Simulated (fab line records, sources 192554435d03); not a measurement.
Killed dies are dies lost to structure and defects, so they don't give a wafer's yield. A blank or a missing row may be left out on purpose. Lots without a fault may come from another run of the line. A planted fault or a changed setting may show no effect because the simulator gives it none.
fab line records | flow n5_finfet | part 2 of 2: steps 5 to 6 of 6
record lots=23 wafers=69 last_day=19
route steps=1938 shown BEOL_M7@1297 BEOL_M8@1333
lots that met no fault: from a run of the same line without faults
start_h: hours from the record's first day to the start of the lot's first wafer shown | wait_h: hours since the lot's step before | " the same as in the row above | L1.1+2: a row that stands for several wafers | - no value, or no start given | * or withheld: withheld | < > ~ a bound
route shown NAME@n: a module of which the file shows steps, and the number in the route of the first | usual: mean/standard deviation of fault-free wafers | same: alike in all rows | chamber/n: place in a boat | sites: the reading at each site | _std_site: their standard deviation | _edge_site: outer sites' mean less inner sites' | radius_mm: how far each site lies from the wafer's centre | mask NAME#n: copy n | behind: the tool/chamber that last shaped the wafer | hold: why the lot was held/for how many hours/how that ended | device: the transistor (n, p or np) that didn't switch | end of line: the same wafers' tests at the end of the route | a step without rows: its recipe alone | killed: dies lost to structure and defects at the first sort, not the wafer's yield | map: a wafer's dies, x killed, . not, _ none there
set.NAME: the setting as run; set.NAME@STEP: as run at that earlier step | model.NAME: the simulator's own value behind a step, which no gauge read
steps of the route over a sample of lots; a table a step, a row a wafer
services: from which hour (start_h, from the record's first day; less than 0 if before it) a tool's chamber was out of use, for how many hours, and why
## steps
# step N5_BEOL_M8_DESCUM_16
# recipe chemistry=O2 time_s=7.9 source_power_w=50 bias_power_w=20 pressure_mtorr=20 rf_frequency_hz=2.712e+07 temp_c=40 resist=CAR-ArF o2_flow_sccm=225
# usual chamber_pressure_mTorr=20.000/0.02 drypump_motor_current_A=5.9/0.44 oes_product_au=0.81/0.076 rf_vpp_V=243.2/1.6 showerhead_plenum_p_Torr=2.10/0.082 throttle_valve_pct=20.40/0.22
# columns lot.wafer tool chamber start_h wait_h chamber_pressure_mTorr drypump_motor_current_A oes_product_au rf_hours_counter_h rf_vpp_V showerhead_plenum_p_Torr throttle_valve_pct
L074.1 rie_diel-03 2 195.64 0.4 19.989 5.1 0.70 206 243.0 2.07 20.39
L074.3 " 3 " " 19.984 5.4 0.83 53 245.1 2.21 20.15
L074.5 " 3 " " 19.971 5.4 0.82 - 246.3 2.21 20.14
L076.3 rie_diel-03 1 204.93 0.4 19.990 5.9 0.85 66 242.3 2.12 20.61
L076.4 " 0 " " 20.016 5.7 0.70 248 240.6 1.97 20.62
L076.6 " 3 " " 19.996 5.4 0.82 - 243.8 2.21 20.15
L075.2 rie_diel-04 0 206.29 0.0 19.970 6.3 0.94 20 242.0 2.07 20.23
L075.4 " 2 " " 20.005 6.3 0.71 211 242.3 1.98 20.90
L075.5 " 2 " " 20.012 6.3 0.71 - 239.7 1.99 20.88
L077.2 rie_diel-02 2 212.79 0.1 20.017 6.0 0.78 149 243.3 2.19 20.33
L077.4 " 1 " " 19.970 6.2 0.89 24 243.1 2.23 20.22
L077.5 " 0 " " 20.003 6.4 0.72 - 240.8 1.99 20.61
L078.1 rie_diel-04 0 214.14 0.0 20.013 6.3 0.92 23 242.9 2.07 20.23
L078.3 " 2 " " 20.010 6.3 0.71 214 241.4 1.98 20.89
L078.5 " 1 " " 20.004 6.3 0.89 - 245.7 2.12 20.35
L079.1 rie_diel-03 2 219.40 0.1 20.000 5.1 0.70 215 242.3 2.07 20.38
L079.2 " 1 " " 20.002 5.9 0.83 72 243.1 2.11 20.63
L079.6 " 2 " " 20.008 5.1 0.70 - 242.0 2.07 20.40
L080.2 rie_diel-02 3 222.19 0.0 20.001 6.4 0.88 54 243.0 2.12 20.40
L080.3 " 1 " " 19.977 6.2 0.88 27 245.4 2.23 20.22
L080.4 " 1 " " 19.971 6.2 0.88 - 245.3 2.23 20.21
L082.2 rie_diel-04 3 225.01 0.0 20.030 5.3 0.85 46 241.5 2.04 20.13
L082.3 " 2 " " 19.994 6.3 0.71 218 241.0 1.98 20.91
L082.4 " 1 " " 19.958 6.3 0.87 56 244.2 2.12 20.33
L081.2 rie_diel-03 3 228.30 0.0 20.023 5.4 0.81 67 245.8 2.21 20.17
L081.3 " 2 " " 19.959 5.2 0.69 220 243.9 2.06 20.40
L081.5 " 3 " " 20.006 5.4 0.81 - 245.0 2.21 20.16
L083.1 rie_diel-04 2 230.53 0.0 20.004 6.3 0.71 221 242.6 1.98 20.92
L083.2 " 3 " " 20.029 5.3 0.86 49 242.2 2.04 20.13
L083.4 " 1 " " 19.973 6.3 0.87 60 244.6 2.11 20.35
L088.2 rie_diel-02 0 316.26 0.0 20.007 6.4 0.69 237 242.2 1.98 20.65
L088.3 " 2 " " 20.016 6.0 0.74 181 244.3 2.18 20.41
L088.5 " 2 " " 20.006 6.0 0.74 - 244.3 2.18 20.38
L095.2 rie_diel-04 0 321.75 0.0 20.004 6.3 0.87 52 240.8 2.06 20.26
L095.5 " 2 " " 19.991 6.3 0.68 - 242.1 1.97 20.94
L095.6 " 3 " " 19.990 5.3 0.82 - 241.9 2.03 20.19
L094.3 rie_diel-03 3 322.31 0.0 20.041 5.4 0.79 97 245.2 2.20 20.22
L094.4 " 3 " " 19.992 5.4 0.78 - 245.8 2.20 20.22
L094.5 " 1 " " 19.985 5.9 0.79 - 242.0 2.10 20.69
L085.2 rie_diel-04 0 326.21 0.0 20.009 6.3 0.87 54 241.1 2.06 20.27
L085.4 " 3 " " 20.001 5.3 0.82 75 242.4 2.03 20.19
L085.6 " 0 " " 20.020 6.3 0.86 - 242.0 2.06 20.28
L090.1 rie_diel-03 1 326.63 0.0 19.991 5.9 0.78 110 244.6 2.10 20.67
L090.3 " 0 " " 20.024 5.7 0.94 22 244.9 2.23 20.33
L090.6 " 0 " " 20.012 5.7 0.93 - 245.0 2.23 20.31
L089.3 rie_diel-03 1 335.60 0.0 19.994 5.9 0.78 113 241.2 2.10 20.68
L089.5 " 0 " " 20.015 5.6 0.93 - 245.3 2.23 20.32
L089.6 " 3 " " 20.012 5.4 0.77 - 245.2 2.20 20.23
L092.2 rie_diel-03 1 342.97 0.1 20.001 5.9 0.78 115 242.7 2.10 20.68
L092.4 " 3 " " 19.978 5.4 0.78 103 244.7 2.20 20.23
L092.6 " 0 " " 20.017 5.7 0.93 - 244.9 2.23 20.33
L091.1 rie_diel-03 3 345.92 0.0 20.017 5.4 0.78 105 243.9 2.19 20.21
L091.2 " 2 " " 20.011 5.1 0.95 3 243.5 2.05 20.14
L091.3 " 1 " " 19.982 5.9 0.78 116 243.3 2.10 20.70
L087.1 rie_diel-04 0 353.57 0.0 20.046 6.3 0.85 63 241.6 2.05 20.28
L087.2 " 1 " " 19.980 6.3 0.83 96 243.0 2.10 20.41
L087.3 " 3 " " 20.010 5.3 0.81 85 242.5 2.03 20.18
L093.2 rie_diel-04 1 354.21 0.0 20.012 6.3 0.82 96 243.5 2.10 20.41
L093.3 " 0 " " 20.013 6.3 0.86 63 241.9 2.05 20.27
L093.6 " 3 " " 19.990 5.3 0.80 - 241.0 2.03 20.20
L096.1 rie_diel-02 0 357.72 0.3 20.000 6.4 0.68 247 239.9 1.97 20.67
L096.4 " 3 " " 19.987 6.4 0.83 100 242.2 2.10 20.46
L096.5 " 1 " " 20.000 6.2 0.81 - 244.8 2.22 20.28
L086.3 rie_diel-04 2 370.08 0.4 20.025 6.3 0.96 4 246.1 2.23 20.64
L086.4 " 3 " " 20.017 5.3 0.80 90 241.8 2.03 20.20
L086.5 " 0 " " 19.993 6.3 0.85 - 242.5 2.05 20.29
L097.1 rie_diel-04 3 370.84 0.6 20.009 5.3 0.81 90 243.0 2.03 20.21
L097.3 " 0 " " 19.962 6.3 0.85 69 243.0 2.05 20.29
L097.6 " 0 " " 20.026 6.3 0.85 - 242.9 2.05 20.30
# step N5_BEOL_M8_STRIP_19
# recipe chemistry=O2 power_w=400 temp_c=40 pressure_mtorr=30 rf_frequency_hz=6e+07 bias_power_w=0 overash_fraction=0.2 o2_flow_sccm=225
# usual chamber_pressure_mTorr=30.00/0.033 drypump_motor_current_A=6.0/0.41 oes_product_au=0.81/0.077 rf_vpp_V=3.7/0.57 showerhead_plenum_p_Torr=2.10/0.082 throttle_valve_pct=16.65/0.24
# columns lot.wafer tool chamber start_h wait_h chamber_pressure_mTorr drypump_motor_current_A oes_product_au rf_hours_counter_h rf_vpp_V showerhead_plenum_p_Torr throttle_valve_pct
L074.1 rie_diel-02 0 196.12 0.2 29.98 6.4 0.72 193 3.1 2.00 16.87
L074.3 " 2 " " 30.00 6.0 0.78 142 3.0 2.19 16.60
L074.5 " 1 " " 29.99 6.2 0.90 - 3.0 2.24 16.42
L076.3 rie_diel-03 0 205.34 0.1 30.02 5.7 0.69 248 3.7 1.98 16.93
L076.4 " 1 " " 30.02 5.9 0.84 66 3.6 2.12 16.87
L076.6 " 0 " " 29.99 5.6 0.69 - 4.1 1.98 16.92
L075.2 rie_diel-04 3 206.67 0.1 30.04 5.3 0.87 40 3.9 2.05 16.35
L075.4 " 1 " " 30.00 6.3 0.89 49 4.9 2.12 16.59
L075.5 " 1 " " 30.05 6.3 0.88 - 3.2 2.12 16.60
L077.2 rie_diel-02 1 213.18 0.1 29.96 6.2 0.88 24 3.8 2.24 16.40
L077.4 " 0 " " 29.99 6.4 0.72 200 3.6 1.99 16.84
L077.5 " 1 " " 30.02 6.2 0.88 - 4.1 2.24 16.40
L078.1 rie_diel-04 0 214.53 0.1 29.99 6.3 0.92 23 4.6 2.07 16.44
L078.3 " 3 " " 30.00 5.3 0.87 43 4.2 2.05 16.39
L078.5 " 3 " " 29.94 5.3 0.88 - 4.2 2.05 16.35
L079.1 rie_diel-04 1 219.89 0.2 30.01 6.3 0.88 54 3.2 2.12 16.60
L079.2 " 0 " " 30.05 6.3 0.92 25 3.7 2.07 16.43
L079.6 " 2 " " 29.98 6.3 0.71 - 4.2 1.99 17.14
L080.2 rie_diel-02 1 222.58 0.1 30.03 6.2 0.88 28 3.3 2.24 16.42
L080.3 " 3 " " 30.01 6.3 0.87 55 3.3 2.12 16.58
L080.4 " 3 " " 30.01 6.4 0.87 - 4.5 2.12 16.58
L082.2 rie_diel-04 3 225.63 0.3 30.05 5.3 0.86 47 4.0 2.04 16.35
L082.3 " 0 " " 29.93 6.3 0.92 27 3.8 2.07 16.44
L082.4 " 1 " " 30.08 6.3 0.87 57 4.4 2.12 16.62
L081.2 rie_diel-03 1 229.05 0.4 29.97 5.9 0.81 77 3.8 2.12 16.89
L081.3 " 2 " " 30.04 5.1 0.69 221 3.3 2.07 16.73
L081.5 " 3 " " 30.00 5.4 0.82 - 3.7 2.21 16.40
L083.1 rie_diel-02 2 231.04 0.2 30.05 6.0 0.78 153 3.3 2.19 16.60
L083.2 " 1 " " 29.93 6.2 0.87 32 4.7 2.23 16.42
L083.4 " 3 " " 29.98 6.3 0.87 59 3.8 2.12 16.58
L088.2 rie_diel-03 2 316.65 0.1 29.97 5.1 0.69 249 3.2 2.06 16.79
L088.3 " 1 " " 30.01 5.9 0.79 106 3.9 2.11 16.93
L088.5 " 0 " " 29.96 5.7 0.95 - 3.5 2.23 16.53
L095.2 rie_diel-04 0 322.14 0.1 30.03 6.3 0.89 52 3.6 2.06 16.48
L095.5 " 0 " " 30.04 6.3 0.87 - 3.1 2.06 16.47
L095.6 " 3 " " 29.94 5.3 0.82 - 3.7 2.04 16.45
L094.3 rie_diel-04 2 322.70 0.1 29.97 6.3 0.68 246 2.9 1.98 17.22
L094.4 " 0 " " 30.00 6.3 0.87 52 4.2 2.06 16.50
L094.5 " 1 " " 29.99 6.3 0.83 - 4.6 2.11 16.66
L085.2 rie_diel-04 0 326.60 0.1 29.97 6.3 0.88 54 3.0 2.06 16.49
L085.4 " 1 " " 29.91 6.3 0.84 87 3.8 2.11 16.67
L085.6 " 3 " " 29.99 5.3 0.83 - 3.3 2.03 16.40
L090.1 rie_diel-04 0 327.02 0.1 30.04 6.3 0.87 54 3.5 2.06 16.49
L090.3 " 2 " " 29.99 6.3 0.68 247 3.4 1.98 17.24
L090.6 " 3 " " 29.98 5.3 0.83 - 3.6 2.03 16.43
L089.3 rie_diel-02 0 336.00 0.1 30.02 6.4 0.69 240 3.4 1.98 16.92
L089.5 " 0 " " 29.97 6.4 0.69 - 3.5 1.98 16.93
L089.6 " 3 " " 30.00 6.3 0.82 - 3.5 2.11 16.67
L092.2 rie_diel-02 3 343.44 0.2 29.99 6.3 0.82 95 4.6 2.11 16.68
L092.4 " 0 " " 30.00 6.4 0.69 242 3.3 1.98 16.95
L092.6 " 3 " " 30.04 6.4 0.83 - 3.7 2.11 16.67
L091.1 rie_diel-02 2 346.31 0.1 30.03 6.0 0.74 190 3.6 2.18 16.68
L091.2 " 3 " " 30.01 6.3 0.82 97 4.4 2.11 16.67
L091.3 " 1 " " 30.01 6.2 0.82 68 3.3 2.22 16.48
L087.1 rie_diel-03 0 353.96 0.1 30.04 5.6 0.92 31 3.8 2.23 16.55
L087.2 " 1 " " 30.02 5.9 0.77 119 3.6 2.10 16.95
L087.3 " 3 " " 30.03 5.4 0.77 107 4.2 2.20 16.48
L093.2 rie_diel-03 1 354.60 0.1 29.94 5.9 0.78 119 4.0 2.10 16.97
L093.3 " 2 " " 29.97 5.1 0.94 5 2.9 2.06 16.34
L093.6 " 1 " " 29.99 5.9 0.78 - 3.5 2.10 16.98
L096.1 rie_diel-04 1 358.11 0.1 30.00 6.3 0.83 97 5.1 2.11 16.71
L096.4 " 0 " " 30.00 6.3 0.86 65 3.0 2.06 16.50
L096.5 " 0 " " 30.07 6.3 0.87 - 3.5 2.06 16.50
L086.3 rie_diel-04 0 370.54 0.1 29.99 6.3 0.84 69 2.6 2.05 16.52
L086.4 " 2 " " 29.99 6.3 0.97 4 3.8 2.24 16.78
L086.5 " 1 " " 30.01 6.3 0.82 - 3.7 2.10 16.69
L097.1 rie_diel-02 2 371.37 0.2 29.98 6.0 0.74 198 2.8 2.17 16.69
L097.3 " 3 " " 30.01 6.4 0.82 105 2.9 2.10 16.69
L097.6 " 3 " " 30.07 6.4 0.82 - 2.9 2.10 16.68
## services
# columns tool chamber start_h hours kind
rie_diel-05 2 167.42 14.2 repair
rie_diel-06 - 168.33 28.1 pm
uv_cure-02 - 173.56 2.8 pm
rie_diel-02 3 179.16 26.0 repair
rie_diel-04 - 181.13 14.6 pm
rie_diel-03 - 246.82 1.1 repair
uv_cure-03 - 252.65 0.8 repair
rie_diel-04 0 253.23 8.6 repair
rie_diel-05 - 253.99 4.3 pm
uv_cure-01 - 272.32 13.0 repair
rie_diel-04 - 273.54 1.3 repair
rie_diel-05 - 284.08 2.4 repair
uv_cure-02 - 287.62 10.7 repair
uv_cure-01 - 287.82 0.8 repair
rie_diel-01 1 294.48 7.1 repair
rie_diel-05 - 320.91 14.6 pm
rie_diel-04 2 335.69 - clean
rie_diel-04 2 335.69 - consumable_replace:focus_ring
rie_diel-04 2 335.69 - consumable_replace:showerhead
rie_diel-04 2 335.69 20.3 scheduled_down
rie_diel-05 0 348.78 2.5 repair
rie_diel-06 3 349.43 8.6 repair
rie_diel-01 0 362.90 12.3 repair
rie_diel-05 1 368.33 8.1 repair
